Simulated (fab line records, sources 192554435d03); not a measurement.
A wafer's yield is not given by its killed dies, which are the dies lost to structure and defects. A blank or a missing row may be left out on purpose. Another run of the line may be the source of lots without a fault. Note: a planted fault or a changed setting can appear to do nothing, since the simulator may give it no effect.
fab line records | flow n5_finfet
[record] lots = 6 wafers = 18 last_day = 18
route steps=1938 shown BEOL_M12@1654 BEOL_M13@1659
lots that met no fault: from a run of the same line without faults
start_h: the number of hours between the record's first day and the start of the first shown wafer of the lot | wait_h: how many hours have passed since the lot's step before this one | " same as the row above | L1.1+2: one row covering several wafers at once | - no value, or no start was given | * or withheld: withheld | < > ~ a bound
route shown NAME@n: names a module that has steps shown in the file, with the first one's number in the route | usual: the fault-free wafers' mean and standard deviation | same: alike in all rows | chamber/n: place in a boat | sites: readings site by site | _std_site: how widely they spread, as a standard deviation | _edge_site: mean of outer sites minus mean of inner sites | radius_mm: how far each site lies from the wafer's centre | mask NAME#n: copy n | behind: tool/chamber where the wafer was last shaped | hold: the reason the lot was held/the length of the hold in hours/how it ended | device: which transistor (n, p or np) failed to switch | end of line: tests of these same wafers at the route's end | step lacking rows: just its recipe | killed: dies that structure and defects cost at the first sort, which is not the same as the wafer's yield | map: a wafer's dies, x killed, . not, _ none there
set.NAME: the setting that was run; set.NAME@STEP: the one run at that earlier step | model.NAME: the simulator's own value behind a step, which no gauge read
lots at some steps of the route; a table a step, a row a wafer
services: the hour from which a tool's chamber was out of use, counted from the record's first day as start_h (under 0 if before that day), plus the number of hours and why
[[steps]]
[step N5_BEOL_M12_THK_MEAS_50]
[recipe] thk_meas_gauge = xrf reads = Cu_of_BEOL_M12_ECD_47
[usual] M12_THK = 313/6
// columns lot.wafer tool chamber start_h wait_h M12_THK[nm]
L564.3 film_metro-02 - 263.80 - 307
L564.4 " - " " 306
L564.5 " - " " 311
L569.2 film_metro-01 - 315.32 - 313
L569.3 " - " " 308
L569.6 " - " " 315
L572.1 film_metro-02 - 329.34 - 316
L572.3 " - " " 302
L572.4 " - " " 313
L571.2 film_metro-02 - 341.82 - 308
L571.5 " - " " 315
L571.6 " - " " 319
L580.1 film_metro-01 - 377.12 - 320
L580.2 " - " " 312
L580.3 " - " " 313
L586.1 film_metro-01 - 391.17 - 312
L586.3 " - " " 315
L586.5 " - " " 312
[step N5_BEOL_M12_PRE_CLEAN_52]
[recipe] gas = NH3 time_s = 15 temp_c = withheld rf_power_w = 300
[step N5_BEOL_M12_DEP_53]
[recipe] material = SiCN target_thk_a = 300 temp_c = withheld precursor = 3MS/NH3 pressure_torr = 3 rf_w = 675 time_s = 10.5
[usual] showerhead_plenum_p_Torr = 4.149/0.019 throttle_valve_pct = 18.1/0.93
// columns lot.wafer tool chamber start_h wait_h showerhead_plenum_p_Torr throttle_valve_pct
L564.3 pecvd-04 1 263.86 0.0 4.144 19.2
L564.4 " 0 " " 4.130 17.0
L564.5 " 2 " " 4.175 17.4
L569.2 pecvd-04 1 315.38 0.0 4.137 19.3
L569.3 " 0 " " 4.139 17.1
L569.6 " 1 " " 4.142 18.8
L572.1 pecvd-03 2 329.40 0.0 4.169 17.0
L572.3 " 0 " " 4.145 19.1
L572.4 " 2 " " 4.163 17.1
L571.2 pecvd-02 0 341.89 0.0 4.131 17.6
L571.5 " 2 " " 4.155 17.2
L571.6 " 1 " " 4.153 17.6
L580.1 pecvd-03 1 377.18 0.0 4.126 18.8
L580.2 " 2 " " 4.164 17.1
L580.3 " 0 " " 4.146 19.4
L586.1 pecvd-03 0 391.24 0.0 4.162 19.5
L586.3 " 1 " " 4.128 19.1
L586.5 " 1 " " 4.128 19.2
[step N5_BEOL_M12_RS_MEAS_54]
[recipe] thk_meas_gauge = four-point-probe reads = Cu_of_BEOL_M12_ECD_47+Ta_of_BEOL_M12_SPUTTER_44+TaN_of_BEOL_M12_SPUTTER_43
[usual] M12_RS = 0.0594/0.0011
// columns lot.wafer tool chamber start_h wait_h M12_RS[ohm/sq]
L564.3 film_metro-02 - 263.92 0.0 0.0604
L564.4 " - " " 0.0611
L564.5 " - " " 0.0599
L569.2 film_metro-01 - 315.45 0.0 0.0595
L569.3 " - " " 0.0605
L569.6 " - " " 0.0591
L572.1 film_metro-01 - 329.46 0.0 0.0586
L572.3 " - " " 0.0615
L572.4 " - " " 0.0593
L571.2 film_metro-02 - 341.95 0.0 0.0601
L571.5 " - " " 0.0586
L571.6 " - " " 0.0576
L580.1 film_metro-01 - 377.24 0.0 0.0582
L580.2 " - " " 0.0600
L580.3 " - " " 0.0597
L586.1 film_metro-01 - 391.30 0.0 0.0593
L586.3 " - " " 0.0589
L586.5 " - " " 0.0593
[step N5_BEOL_M12_INSPECT_55]
[recipe] inspect_instrument = darkfield mode = post_dep
[usual] raw_defect_count = 69/23
// columns lot.wafer tool chamber start_h wait_h raw_defect_count
L564.3 defect_inspect-02 - 263.95 0.0 49
L564.4 " - " " 107
L564.5 " - " " 77
L569.2 defect_inspect-02 - 315.47 0.0 67
L569.3 " - " " 87
L569.6 " - " " 92
L572.1 defect_inspect-02 - 329.49 0.0 62
L572.3 " - " " 92
L572.4 " - " " 74
L571.2 defect_inspect-02 - 341.98 0.0 75
L571.5 " - " " 70
L571.6 " - " " 82
L580.1 defect_inspect-01 - 377.27 0.0 55
L580.2 " - " " 71
L580.3 " - " " 80
L586.1 defect_inspect-01 - 391.32 0.0 82
L586.3 " - " " 85
L586.5 " - " " 63
[step N5_BEOL_M13_ILD_DEP_00]
[recipe] material = SiOC target_thk_a = 8379.2 temp_c = 350 precursor = DEMS/O2 pressure_torr = 5 rf_w = 500 time_s = 166.4
[usual] heater_power_w = 497/73 showerhead_plenum_p_Torr = 5.689/0.013 throttle_valve_pct = 12.0/0.57
// columns lot.wafer tool chamber start_h wait_h heater_power_w showerhead_plenum_p_Torr throttle_valve_pct
L564.3 pecvd-02 0 263.98 0.0 324 5.677 12.0
L564.4 " 1 " " 468 5.690 11.8
L564.5 " 2 " " 497 5.698 11.5
L569.2 pecvd-01 0 315.51 0.0 510 5.673 12.3
L569.3 " 2 " " 395 5.682 12.3
L569.6 " 0 " " 542 5.669 12.4
L572.1 pecvd-01 1 329.52 0.0 468 5.714 11.6
L572.3 " 0 " " 528 5.684 12.2
L572.4 " 1 " " 366 5.698 11.5
L571.2 pecvd-01 1 342.01 0.0 462 5.694 11.6
L571.5 " 0 " " 567 5.689 11.9
L571.6 " 2 " " 465 5.686 12.4
L580.1 pecvd-01 1 377.30 0.0 405 5.716 11.4
L580.2 " 0 " " 541 5.670 12.1
L580.3 " 0 " " 464 5.692 12.0
L586.1 pecvd-01 0 391.36 0.0 475 5.685 11.6
L586.3 " 1 " " 426 5.699 11.5
L586.5 " 2 " " 468 5.706 12.3
[step N5_BEOL_M13_THK_MEAS_01]
[recipe] reads = SiOC_of_BEOL_M13_ILD_DEP_00
[usual] M13_ILD_THK = 841/12
// columns lot.wafer tool chamber start_h wait_h M13_ILD_THK[nm]
L564.3 film_metro-01 - 264.14 0.1 832
L564.4 " - " " 848
L564.5 " - " " 839
L569.2 film_metro-02 - 315.66 0.1 856
L569.3 " - " " 842
L569.6 " - " " 866
L572.1 film_metro-02 - 329.67 0.1 844
L572.3 " - " " 838
L572.4 " - " " 855
L571.2 film_metro-02 - 342.16 0.1 829
L571.5 " - " " 855
L571.6 " - " " 837
L580.1 film_metro-02 - 377.51 0.2 835
L580.2 " - " " 824
L580.3 " - " " 843
L586.1 film_metro-01 - 391.51 0.1 838
L586.3 " - " " 843
L586.5 " - " " 841
[step N5_BEOL_M13_COAT_58]
[recipe] resist = BARC temp_c = 205 time_s = 60 spin_rpm = 1500 resist_thk_nm = 89
[step N5_BEOL_M13_COAT_04]
[recipe] spin_rpm = 1625 resist_thk_nm = 400
[step N5_BEOL_M13_EBR_06]
[recipe] solvent = PGMEA ebr_width_mm = 1.5
[step N5_BEOL_M13_SOFTBAKE_05]
[recipe] temp_c = 130 time_s = 60
[step N5_BEOL_M13_EXPOSE_07]
[recipe] mask_id = V12 na = 0.93 source_shape = conventional sigma_outer = 0.6 polarization = unpolarized attpsm_phase_deg = 180 dose_mj = 24.8
[step N5_BEOL_M13_PEB_08]
[recipe] peb_temp_c = 130 peb_time_s = 90
[usual] chill_plate_temp_C = 23.02/0.12 exhaust_pa = 44.9/0.95 heater_power_total_W = 172.5/0.73
// columns lot.wafer tool chamber start_h wait_h chill_plate_temp_C exhaust_pa heater_power_total_W
L564.3 litho_track-01 0 264.45 0.0 23.11 45.1 172.8
L564.4 " 0 " " 23.21 44.9 172.1
L564.5 " 0 " " 23.18 46.9 173.3
L569.2 litho_track-03 - 315.85 0.0 - - -
L569.3 " - " " - - -
L569.6 " - " " - - -
L572.1 litho_track-03 - 329.99 0.1 - - -
L572.3 " - " " - - -
L572.4 " - " " - - -
L571.2 litho_track-03 0 342.35 0.0 23.04 44.5 172.9
L571.5 " 0 " " 23.03 43.1 172.5
L571.6 " 0 " " 23.25 44.1 172.1
L580.1 litho_track-05 0 377.70 0.1 23.02 43.7 173.3
L580.2 " 0 " " 23.03 42.9 172.9
L580.3 " 0 " " 22.94 44.5 172.7
L586.1 litho_track-01 0 391.70 0.1 23.00 45.3 172.3
L586.3 " 0 " " 23.03 47.0 171.6
L586.5 " 0 " " 23.03 45.7 173.9
[step N5_BEOL_M13_DEVELOP_09]
[recipe] develop_time_s = 45 rinse_liquid = diw dry = air_spin dev_temp_c = 21
[[services]]
// columns tool chamber start_h hours kind
pecvd-01 1 258.34 2.1 scheduled_down
pecvd-04 0 279.23 9.4 repair
litho_track-03 - 284.29 - consumable_replace:filter
pecvd-04 0 293.77 5.5 scheduled_down
pecvd-01 1 296.34 4.4 repair
pecvd-04 - 309.12 3.2 repair
pecvd-02 0 314.55 5.5 scheduled_down
pecvd-01 - 326.67 1.6 repair
pecvd-03 - 332.55 0.9 repair
pecvd-03 - 334.37 1.9 repair
pecvd-04 0 346.67 22.1 repair
pecvd-04 1 346.77 2.1 scheduled_down
pecvd-03 2 356.17 2.1 scheduled_down
pecvd-01 0 362.85 2.1 scheduled_down
litho_track-03 - 372.72 - consumable_replace:filter
pecvd-01 2 376.68 5.5 scheduled_down
pecvd-04 1 383.62 - clean
pecvd-04 1 383.62 - consumable_replace:showerhead
pecvd-04 1 383.62 29.0 scheduled_down
pecvd-04 1 383.62 29.0 vent_cycle
[[key]]
[first_sign] step = N5_BEOL_M13_PEB_08 reading = tool_record direction = missing
effect none on later readings
met_at N5_BEOL_M13_PEB_08
struck_wafers L569.2,L569.3,L569.6,L572.1,L572.3,L572.4
later_rows_left_out L569.2,L569.3,L569.6,L572.1,L572.3,L572.4
sort_left_out L569.2,L569.3,L569.6,L572.1,L572.3,L572.4
[fault] kind = skipped_step_whole tool = litho_track-03 chamber = - onset_h = 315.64 steps = N5_BEOL_M13_PEB_08 scope = struck_lots_only
// sort_left_out: the simulated sort isn't trusted on such a fault, so these wafers' sort isn't shown, and their yield isn't known
// later_rows_left_out: the simulator's readings of these wafers behind a module that went badly wrong aren't trusted and aren't shown, but for the sort
